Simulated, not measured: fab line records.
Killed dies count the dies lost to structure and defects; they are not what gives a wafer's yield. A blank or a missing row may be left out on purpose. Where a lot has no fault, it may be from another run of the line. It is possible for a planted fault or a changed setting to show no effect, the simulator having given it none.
3 desks looking at one fault    flow nandHarc    every desk sees just its own numbers, and what lay behind them comes last

THE DEFECT DESK
For each lot, the counts of the inspections along the route, averaged over the sampled wafers that have a number. The brackets show how far a lot's mean lies from the usual mean; more than 4 standard deviations puts the lot out of limits, marked OUT.
Columns: A = rawDefectCount at NHARC_P_M0_INSPECT_27, usual 306; B = rawDefectCount at NHARC_P_M1_INSPECT_11, usual 4.8
lot   first seen here  A    B
L285  day 5 22:11      288  5.0
L287  day 7 04:06      283  4.7
L292  day 9 01:42      212  5.7
L294  day 10 00:34     362  5.0
L297  day 10 23:52     219  3.3
L301  day 13 06:12     445  7.0
Finding of this desk: none of the 6 lots has anything out of limits.

FOR THE TOOL OWNER'S DESK: arfiScanner-03
The tool's own readings at NHARC_P_M1_EXPOSE_06 (exposes mask P M1, target cd 130 nm): means of the sampled wafers that have a number, for each lot that ran on this tool. The brackets show how far a lot's mean lies from the usual mean; more than 4 standard deviations puts the lot out of limits, marked OUT.
Columns: A = exposureDoseMJCm2 at NHARC_P_M1_EXPOSE_06, usual 81.84
lot   first seen here  A
L287  day 7 05:22      81.91
L292  day 9 02:57      86.23 (+40) OUT
L294  day 10 01:49     85.36 (+32) OUT
This desk finds L292, L294 out of limits, L292 being first, at day 9 02:57 (exposureDoseMJCm2 at NHARC_P_M1_EXPOSE_06). L287 stayed within limits.

THE METROLOGY DESK
What the gauges read, lot by lot, whatever tool the lot ran on: means of the sampled wafers that have a number. The brackets show how far a lot's mean lies from the usual mean; more than 4 standard deviations puts the lot out of limits, marked OUT.
Columns: A = cdNm at NHARC_P_M1_CD_MEAS_09, usual 129.6 nm; B = overlayXNm at NHARC_P_M1_OVL_MEAS_10, usual -0.1 nm; C = overlayYNm at NHARC_P_M1_OVL_MEAS_10, usual 0.0 nm; D = cdNm at NHARC_P_M1_CD_MEAS_16, usual 129.6 nm
lot   first seen here  A                 B     C     D
L285  day 5 23:26      130.4             -0.0  -0.7  130.6
L287  day 7 05:30      128.5             -0.9  -0.1  128.5
L292  day 9 03:05      135.0 (+4.1) OUT  1.5   -1.1  135.1 (+4.2) OUT
L294  day 10 01:58     130.8             -0.2  0.3   130.1
L297  day 11 01:15     128.3             -0.6  -1.0  128.1
L301  day 13 07:36     128.1             1.6   -0.5  128.1
This desk finds L292 out of limits, L292 being first, at day 9 03:05 (cdNm at NHARC_P_M1_CD_MEAS_09). L285, L287, L294, L297, L301 stayed within limits.

ALL TOGETHER
The tool owner's desk could have raised an alarm at day 9 02:57, on L292, L294.
The metrology desk could have raised an alarm at day 9 03:05, on L292.
The defect desk saw nothing out of limits.
The defect desk has L292, L294 on record, within its limits.
The metrology desk holds a record of L294, inside its limits.
Every lot named ran NHARC_P_M1_EXPOSE_06 on arfiScanner-03.

WHAT HAD BEEN PUT IN BY THE SIMULATOR
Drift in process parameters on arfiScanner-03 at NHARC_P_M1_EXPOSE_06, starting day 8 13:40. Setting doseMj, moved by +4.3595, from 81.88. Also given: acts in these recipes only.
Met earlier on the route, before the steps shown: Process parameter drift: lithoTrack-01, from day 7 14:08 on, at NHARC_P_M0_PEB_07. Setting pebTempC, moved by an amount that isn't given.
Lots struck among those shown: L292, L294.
Counting hours from when the fault started, the first reading out of limits came at 13 for the tool owner's desk and at 13 for the metrology desk.
